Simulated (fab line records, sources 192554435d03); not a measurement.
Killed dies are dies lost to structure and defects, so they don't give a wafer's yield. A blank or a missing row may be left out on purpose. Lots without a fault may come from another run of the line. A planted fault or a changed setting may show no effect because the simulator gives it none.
A struck lot beside a sound one | flow n5_finfet | 14 steps out of a route of 1938
Sound: wafers L617.1, L617.4, L617.5. Struck: wafers L625.1, L625.4, L625.6. The cause comes at the end.
At each step with rows: each side's tool, then ch and its chambers, then its first start. Under that, the readings that differ: sound wafers | struck wafers | difference of the means | sigmas: that difference in standard deviations of wafers without a fault.
alike: readings whose means differ by less than 2 such deviations, and words and numbers that are the same on both sides. not compared: withheld readings, readings that some wafer has no value for, bounds like >300 that may hide the same value, and numbers for which the record gives no deviation and whose values overlap.
The two part at a step that has a row with sigmas, a row that says differs or no value, or rows on one side only. Numbers that don't overlap but have no deviation are shown without sigmas and don't part them. A reading that every wafer of one side lacks parts them only if that side has two wafers or more.

first, 3 steps without rows for these wafers: N5_FIN_SAQP_PRECLEAN_38 (cleans in O3/DIW, time 45 s); N5_FIN_SAQP_PRECLEAN_45 (cleans in dHF, time 10 s); N5_FIN_SAQP_SRD_39 (time 30 s).
N5_FIN_SAQP_OCD_MEAS_76:
  sound on ocd-02, day 3 17:13; struck on ocd-02, day 5 14:02
  alike: trench_depth_nm
N5_FIN_SAQP_INSPECT_40: inspects for defects (brightfield).
  sound on defect_inspect-01, day 3 17:15; struck on defect_inspect-01, day 5 14:04
  alike: raw_defect_count
then, 7 steps without rows for these wafers: N5_FIN_CUT_COAT_18 (time 60 s, resist thk 230 nm); N5_FIN_CUT_COAT_19 (time 60 s, resist thk 20 nm); N5_FIN_CUT_COAT_29 (time 60 s, resist thk 10 nm); N5_FIN_CUT_COAT_02 (resist thk 30 nm); N5_FIN_CUT_EBR_04; N5_FIN_CUT_SOFTBAKE_03 (time 60 s); N5_FIN_CUT_EXPOSE_05 (exposes mask FIN CUT).
N5_FIN_CUT_PEB_06: peb time 60 s.
  sound on litho_track-04 ch 0, day 3 17:29; struck on litho_track-01, day 5 14:18
  no value came back on the struck wafers for chill_plate_temp_C (C), exhaust_pa (Pa), plate_temp_C (C); on the sound wafers chill_plate_temp_C (C) reads 23.08 22.97 23.05
then, 1 step without rows for these wafers: N5_FIN_CUT_DEVELOP_07 (develop time 30 s).

WHERE THEY PART
Only at N5_FIN_CUT_PEB_06, within this record.

WHY: what the simulator had put in
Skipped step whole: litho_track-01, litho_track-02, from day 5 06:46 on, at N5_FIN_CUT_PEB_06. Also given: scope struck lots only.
